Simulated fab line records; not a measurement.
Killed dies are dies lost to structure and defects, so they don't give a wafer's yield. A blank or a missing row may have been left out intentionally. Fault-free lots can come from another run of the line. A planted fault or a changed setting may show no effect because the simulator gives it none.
Matching of chambers    flow nand harc    pecvd-02 running NHARC_A_CONTACT_DEP_58: 3 sister chambers
The step deposits SiON, target thk 90 nm. 6 wafers are shown with their chamber, then 10 later ones without.

== WAFERS PAIRED WITH THEIR CHAMBERS ==
wafer   chamber  heater power w (W)
L081.5  2        717
L083.1  2        760
L086.4  0        675
L086.6  1        852
L087.3  1        744
L087.4  0        666

== WAFERS MISSING THEIR CHAMBER ==
wafer   heater power w (W)
L087.6  794
L090.3  811
L090.4  831
L090.5  788
L094.3  779
L094.5  632
L094.6  882
L096.1  839
L096.2  765
L096.5  651

== EACH ONE'S CHAMBER ==
wafer   from the rows above           in truth
L087.6  can't be placed: 1 or 2       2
L090.3  can't be placed: 1 or 2       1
L090.4  can't be placed: 1 or 2       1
L090.5  can't be placed: 1 or 2       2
L094.3  can't be placed: 1 or 2 or 0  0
L094.5  can't be placed: 0 or 2       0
L094.6  can't be placed: 1 or 2       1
L096.1  can't be placed: 1 or 2       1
L096.2  can't be placed: 2 or 1 or 0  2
L096.5  can't be placed: 0 or 2       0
Correctly placed: 0 of 10. These rows do not allow placing 10 (true chamber among the candidates in 10). Wrongly placed: 0.
How it was worked out, from the rows above alone: a wafer's distance from a chamber is the root of the sum, over the readings, of the square of ((its reading less the chamber's mean) divided by the reading's scatter). If the next closest chamber is less than 2 further off than the closest, the wafer can't be placed; otherwise it belongs to the closest. The mean given for a chamber averages the wafers shown for that chamber. The scatter is the square root of a quotient: the sum, over the shown wafers, of each reading's squared deviation from its chamber's mean, divided by wafers minus chambers.
